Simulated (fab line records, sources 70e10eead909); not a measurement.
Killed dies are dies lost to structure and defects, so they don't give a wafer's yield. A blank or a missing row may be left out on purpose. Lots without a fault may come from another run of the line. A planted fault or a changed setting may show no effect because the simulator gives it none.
fab line records | flow nand_harc | part 2 of 2: steps 5 to 6 of 6
record lots=21 wafers=63 last_day=24
route steps=1159 shown P_ZERO_WELL@19 P_STI@87 P_CONTACT@240
lots that met no fault: from a run of the same line without faults
start_h: hours from the record's first day to the start of the lot's first wafer shown | wait_h: hours since the lot's step before | " the same as in the row above | L1.1+2: a row that stands for several wafers | - no value, or no start given | * or withheld: withheld | < > ~ a bound
route shown NAME@n: a module of which the file shows steps, and the number in the route of the first | usual: mean/standard deviation of fault-free wafers | same: alike in all rows | chamber/n: place in a boat | sites: the reading at each site | _std_site: their standard deviation | _edge_site: outer sites' mean less inner sites' | radius_mm: how far each site lies from the wafer's centre | mask NAME#n: copy n | behind: the tool/chamber that last shaped the wafer | hold: why the lot was held/for how many hours/how that ended | device: the transistor (n, p or np) that didn't switch | end of line: the same wafers' tests at the end of the route | a step without rows: its recipe alone | killed: dies lost to structure and defects at the first sort, not the wafer's yield | map: a wafer's dies, x killed, . not, _ none there
set.NAME: the setting as run; set.NAME@STEP: as run at that earlier step | model.NAME: the simulator's own value behind a step, which no gauge read
steps of the route over a sample of lots; a table a step, a row a wafer
services: from which hour (start_h, from the record's first day; less than 0 if before it) a tool's chamber was out of use, for how many hours, and why
## steps
# step NHARC_P_STI_INSPECT_25
# usual raw_defect_count=203/66
# columns lot.wafer tool chamber start_h wait_h raw_defect_count
L074.2 defect_inspect-02 - 63.12 0.4 132
L074.3 " - " " 165
L074.6 " - " " 143
L076.2 defect_inspect-01 - 80.71 0.4 193
L076.5 " - " " 255
L076.6 " - " " 149
L075.3 defect_inspect-02 - 80.71 0.4 140
L075.4 " - " " 116
L075.5 " - " " 238
L078.3 defect_inspect-02 - 90.82 0.4 117
L078.4 " - " " 178
L078.5 " - " " 161
L080.1 defect_inspect-01 - 98.11 0.4 200
L080.5 " - " " 219
L080.6 " - " " 250
L079.2 defect_inspect-02 - 98.11 0.4 231
L079.3 " - " " 166
L079.6 " - " " 266
L081.1 defect_inspect-02 - 108.48 0.4 201
L081.2 " - " " 262
L081.6 " - " " 196
L083.2 defect_inspect-02 - 118.00 0.4 149
L083.3 " - " " 104
L083.4 " - " " 204
L084.1 defect_inspect-02 - 129.50 0.4 357
L084.5 " - " " 121
L084.6 " - " " 249
L085.1 defect_inspect-02 - 145.26 0.4 136
L085.5 " - " " 187
L085.6 " - " " 176
L086.2 defect_inspect-01 - 145.26 0.4 157
L086.3 " - " " 214
L086.5 " - " " 202
L087.2 defect_inspect-02 - 145.26 0.4 344
L087.3 " - " " 262
L087.5 " - " " 186
L089.2 defect_inspect-01 - 151.75 0.4 322
L089.3 " - " " 291
L089.5 " - " " 256
L088.2 defect_inspect-02 - 151.75 0.4 124
L088.4 " - " " 174
L088.5 " - " " 145
L091.1 defect_inspect-02 - 163.31 0.4 179
L091.5 " - " " 200
L091.6 " - " " 135
L092.1 defect_inspect-01 - 176.30 0.4 138
L092.4 " - " " 170
L092.6 " - " " 266
L093.2 defect_inspect-02 - 176.30 0.4 315
L093.3 " - " " 252
L093.6 " - " " 167
L094.1 defect_inspect-01 - 183.23 0.4 232
L094.3 " - " " 198
L094.5 " - " " 347
L096.1 defect_inspect-02 - 194.47 0.4 146
L096.2 " - " " 159
L096.3 " - " " 213
L095.3 defect_inspect-01 - 194.47 0.4 234
L095.5 " - " " 142
L095.6 " - " " 227
L097.2 defect_inspect-01 - 209.06 0.4 207
L097.3 " - " " 230
L097.5 " - " " 191
# step NHARC_P_CONTACT_ETCH_31
# recipe target_depth_a=300 time_s=85.7 ion_energy_ev=120 over_etch_frac=1 ch3f_flow_sccm=50 o2_flow_sccm=30 ar_flow_sccm=200 rf_w=500 bias_w=100 chemistry=CH3F/O2
# usual chamber_pressure_mTorr=24.999/0.024 drypump_motor_current_A=5.6/0.5 o2_flow_sccm=29.99/0.095 oes_product_au=0.983/0.01 rf_vpp_V=244.8/1.5 showerhead_plenum_p_Torr=2.50/0.085 throttle_valve_pct=20.663/0.009
# same time_s=85.7
# columns lot.wafer tool chamber start_h wait_h chamber_pressure_mTorr drypump_motor_current_A o2_flow_sccm oes_product_au rf_hours_counter_h rf_vpp_V showerhead_plenum_p_Torr throttle_valve_pct
L074.3 rie_diel-03 2 - - 25.001 5.0 29.99 0.996 5 241.3 2.38 20.640
L074.2 " 0 " " 24.962 6.0 30.07 0.984 6 245.8 2.56 20.651
L074.6 " 3 " " 24.963 5.0 29.88 0.972 - 244.5 2.43 20.686
L076.2 rie_diel-10 1 - - 25.011 5.8 30.08 0.980 41 241.8 2.34 20.672
L076.6 " 1 " " 24.958 5.9 30.06 0.982 - 242.8 2.34 20.668
L076.5 " 2 " " 24.979 5.3 30.03 0.973 - 244.1 2.35 20.658
L075.3 rie_diel-03 2 - - 25.011 5.1 29.86 1.004 7 242.5 2.38 20.664
L075.4 " 3 " " 25.011 5.0 30.14 0.984 8 243.8 2.43 20.670
L075.5 " 2 " " 24.981 5.1 30.10 0.994 - 242.1 2.38 20.674
L078.4 rie_diel-04 2 - - 25.029 5.3 30.14 0.992 2 243.4 2.47 20.671
L078.3 " 0 " " 25.035 5.3 30.00 0.983 1 246.5 2.61 20.669
L078.5 " 2 " " 24.948 5.3 30.08 0.995 - 244.9 2.47 20.661
L080.1 rie_diel-04 3 - - 25.015 6.5 29.99 0.987 2 245.2 2.48 20.678
L080.6 " 0 " " 24.974 5.4 29.89 0.988 - 246.3 2.61 20.660
L080.5 " 1 " " 24.936 5.2 30.01 0.978 - 246.6 2.62 20.674
L079.2 rie_diel-03 2 - - 24.960 5.1 30.10 0.988 8 242.8 2.38 20.671
L079.3 " 3 " " 25.016 5.0 29.95 0.982 9 241.6 2.43 20.653
L079.6 " 2 " " 24.984 5.1 30.12 0.995 - 243.6 2.38 20.651
L081.1 rie_diel-04 2 - - 24.976 5.3 30.06 0.986 4 245.3 2.47 20.662
L081.2 " 3 " " 25.013 6.5 30.00 0.985 4 245.5 2.48 20.667
L081.6 " 1 " " 24.969 5.2 30.09 0.972 - 245.9 2.62 20.663
L083.2 rie_diel-04 0 - - 25.015 5.4 30.02 0.983 4 247.2 2.61 20.663
L083.4 " 1 " " 24.977 5.2 29.98 0.991 5 247.3 2.62 20.666
L083.3 " 2 " " 24.981 5.3 30.00 0.971 5 245.5 2.47 20.657
L084.1 rie_diel-04 1 - - 25.026 5.2 29.90 0.982 6 247.5 2.62 20.661
L084.6 " 1 " " 25.027 5.3 29.80 0.979 - 246.9 2.62 20.649
L084.5 " 2 " " 25.050 5.3 29.90 0.972 - 245.4 2.47 20.679
L087.2 rie_diel-03 1 - - 24.978 5.8 30.11 0.993 12 243.7 2.44 20.664
L087.3 " 3 " " 25.029 5.0 30.06 0.999 13 244.3 2.43 20.669
L087.5 " 1 " " 25.000 5.8 30.18 1.007 - 243.4 2.44 20.669
L085.1 rie_diel-03 0 - - 25.003 6.1 29.95 0.998 12 246.2 2.56 20.661
L085.6 " 0 " " 24.993 6.0 29.96 0.996 - 244.7 2.56 20.662
L085.5 " 1 " " 24.963 5.9 29.95 0.977 - 243.4 2.43 20.653
L086.3 rie_diel-03 3 - - 24.988 5.0 30.03 0.963 13 242.5 2.43 20.645
L086.2 " 0 " " 24.992 6.1 30.00 0.987 13 246.6 2.56 20.655
L086.5 " 2 " " 24.992 5.0 29.98 0.991 - 242.4 2.38 20.674
L089.3 rie_diel-04 0 - - 24.963 5.3 30.01 0.977 8 246.0 2.61 20.672
L089.2 " 2 " " 25.016 5.3 29.90 0.979 9 244.8 2.47 20.676
L089.5 " 0 " " 25.004 5.3 30.01 0.975 - 246.5 2.61 20.655
L088.4 rie_diel-03 1 - - 24.977 5.9 30.07 0.979 13 243.1 2.44 20.670
L088.2 " 2 " " 25.003 5.0 30.20 0.978 13 242.8 2.38 20.664
L088.5 " 0 " " 24.977 6.0 30.03 0.977 - 246.8 2.56 20.653
L091.1 rie_diel-04 2 - - 25.046 5.3 30.03 0.986 10 244.6 2.47 20.669
L091.6 " 3 " " 25.019 6.5 30.01 0.992 - 243.7 2.48 20.669
L091.5 " 0 " " 24.968 5.4 29.88 0.986 - 246.2 2.61 20.660
L093.2 rie_diel-04 0 - - 25.000 5.3 30.02 0.986 11 246.3 2.60 20.658
L093.3 " 1 " " 25.021 5.3 30.01 0.977 10 246.6 2.62 20.666
L093.6 " 3 " " 25.017 6.5 30.01 0.979 - 245.1 2.48 20.666
L092.4 rie_diel-04 2 - - 25.010 5.3 29.79 0.966 11 244.7 2.47 20.674
L092.1 " 0 " " 24.998 5.4 29.90 0.966 11 244.9 2.60 20.661
L092.6 " 1 " " 24.992 5.3 29.96 0.956 - 246.2 2.62 20.662
L094.1 rie_diel-03 3 - - 24.999 5.0 30.06 1.000 1 244.3 2.43 20.679
L094.3 " 0 " " 24.975 6.1 29.98 0.981 1 245.3 2.55 20.660
L094.5 " 3 " " 24.972 5.0 29.96 0.987 - 244.2 2.43 20.661
L095.3 rie_diel-03 2 - - 24.997 5.0 30.12 0.987 2 243.2 2.38 20.660
L095.5 " 1 " " 24.999 5.9 30.01 0.973 - 243.7 2.43 20.663
L095.6 " 2 " " 25.003 5.0 30.08 0.980 - 242.4 2.38 20.661
L096.1 rie_diel-04 0 - - 24.951 5.4 30.10 0.975 13 245.3 2.60 20.661
L096.2 " 1 " " 24.995 5.2 30.05 0.978 12 246.7 2.62 20.648
L096.3 " 2 " " 25.039 5.3 29.97 0.973 13 243.8 2.47 20.675
L097.3 rie_diel-03 3 - - 25.001 5.0 30.04 0.972 4 242.7 2.42 20.673
L097.2 " 0 " " 25.015 6.1 30.03 0.990 5 245.2 2.55 20.653
L097.5 " 0 " " 24.956 6.0 29.88 0.970 - 246.0 2.55 20.669
## services
# columns tool chamber start_h hours kind
rie_diel-03 2 -1.30 5.6 repair
rie_si-02 - 34.00 9.0 pm
rie_diel-03 - 34.25 0.1 repair
rie_diel-03 - 38.52 9.0 pm
rie_diel-09 3 46.16 10.8 repair
rie_diel-09 1 55.11 2.5 repair
rie_diel-07 - 62.89 9.0 pm
rie_diel-03 2 70.94 9.8 repair
rie_diel-09 - 77.22 9.0 pm
rie_diel-09 3 105.37 8.2 repair
rie_diel-04 - 111.90 9.0 pm
rie_diel-07 - 117.51 0.3 repair
rie_diel-09 3 139.88 7.5 repair
rie_diel-04 1 164.15 6.1 repair
rie_diel-09 2 167.06 13.7 repair
rie_diel-03 - 171.30 5.9 repair
rie_si-02 2 190.98 13.9 repair
rie_diel-07 - 209.87 2.0 repair
rie_si-02 - 211.00 9.0 pm
rie_diel-03 - 215.52 9.0 pm
rie_diel-07 - 239.89 9.0 pm
rie_si-02 0 240.22 19.0 repair
rie_diel-03 - 252.49 0.2 repair
rie_diel-09 - 254.22 9.0 pm
